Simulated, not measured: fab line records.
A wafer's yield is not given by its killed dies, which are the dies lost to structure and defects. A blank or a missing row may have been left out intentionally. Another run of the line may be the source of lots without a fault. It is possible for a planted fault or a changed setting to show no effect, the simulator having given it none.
Struck lot and sound lot, side by side ; flow nand_harc ; 15 steps out of a route of 1159
Sound: these wafers, L112.2, L112.4, L112.5. Struck: wafer L120.6 (left out: L120.2, L120.4 of the same lot, which were not struck); the cause appears at the end.
For every step that has rows: the tool of each side, followed by ch and its chambers, followed by its first start. Under that, the readings that differ: sound wafers ; struck wafers ; difference of the means ; sigmas: that difference in standard deviations of wafers without a fault.
alike: a reading whose means differ by less than 2 such deviations, as well as words and numbers matching on both sides. not compared: withheld readings; readings where some wafer has no value; bounds like >300 that might hide an equal value; numbers whose values overlap and for which the record gives no deviation.
A row with sigmas, a row that says differs or no value, or rows on one side alone: a step with any of these is where the two part. Non-overlapping numbers with no deviation appear without sigmas and do not part them. Lack of a reading on every wafer of one side parts them only where that side has two or more wafers.

first, 1 step without rows for these wafers: NHARC_A_ONON_D1_DEP_12 (target thk 1000 nm).
NHARC_A_ONON_D1_THK_MEAS_14: measures by ellipsometry.
  sound on film_metro-02, day 8 02:50; struck on film_metro-02, day 10 02:01
  alike: thk_nm
then, 2 steps without rows for these wafers: NHARC_A_ONON_D1_ANNEAL_15 (time 3600 s); NHARC_A_ONON_D1_DEP_16 (target thk 1000 nm).
NHARC_A_ONON_D1_THK_MEAS_18: measures by ellipsometry.
  sound on film_metro-01, day 8 12:38; struck on film_metro-01, day 10 09:05
  alike: thk_nm
then, 1 step without rows for these wafers: NHARC_A_ONON_D1_DEP_19 (target thk 1000 nm).
NHARC_A_ONON_D1_THK_MEAS_21: measures by ellipsometry.
  sound on film_metro-01, day 8 13:13; struck on film_metro-01, day 10 09:40
reading;sound;struck;difference;sigmas
thk_nm (nm);974 973 971;1001;+28;+3
then, 1 step without rows for these wafers: NHARC_A_ONON_D1_DEP_22 (target thk 1000 nm).
NHARC_A_ONON_D1_THK_MEAS_24: measures by ellipsometry.
  sound on film_metro-02, day 8 13:47; struck on film_metro-02, day 10 10:14
  alike: thk_nm
then, 1 step without rows for these wafers: NHARC_A_ONON_D1_DEP_25 (target thk 1000 nm).
NHARC_A_ONON_D1_THK_MEAS_27: measures by ellipsometry.
  sound on film_metro-02, day 8 14:21; struck on film_metro-01, day 10 10:47
reading;sound;struck;difference;sigmas
thk_nm (nm);1019 1017 1018;991;-27;-3
NHARC_A_ONON_D1_DEP_28: target thk 1000 nm.
  sound on pecvd_onon-03 ch 0, day 8 14:44; struck on pecvd_onon-03 ch 0, day 10 10:54
NHARC_A_ONON_D1_THK_MEAS_30: measures by ellipsometry.
  sound on film_metro-02, day 8 15:11; struck on film_metro-01, day 10 11:22
reading;sound;struck;difference;sigmas
thk_nm (nm);1004 1003 1007;1344;+339;+31
NHARC_A_ONON_D1_DEP_33: deposits SiO2, target thk 200 nm.
  sound on pecvd-03 ch 0,2, day 8 15:20; struck on pecvd-03 ch 0, day 10 11:31
  alike: heater_power_w, throttle_valve_pct
-- jump in the record: it breaks off in module A_ONON_D1 and resumes in module END (first step shown: number 1159 of the route), and 12 days separate the struck wafers' starts before and after --
NHARC_END_SORT_01:
  sound on prober-01 ch 0, day 19 16:34; struck on prober-02 ch 0, day 22 00:10
reading;sound;struck;difference;sigmas
killed_at_other;5 2 3;0;-3;-3
killed_open;8 6 6;2;-5;-3
killed_short;1 2 1;4;+3;+2
  alike: killed_at_array, killed_at_periphery, killed_dies

## WHERE THEY PART
First at NHARC_A_ONON_D1_THK_MEAS_21; last, within this record, at NHARC_END_SORT_01.

WHY: whatever the simulator had introduced
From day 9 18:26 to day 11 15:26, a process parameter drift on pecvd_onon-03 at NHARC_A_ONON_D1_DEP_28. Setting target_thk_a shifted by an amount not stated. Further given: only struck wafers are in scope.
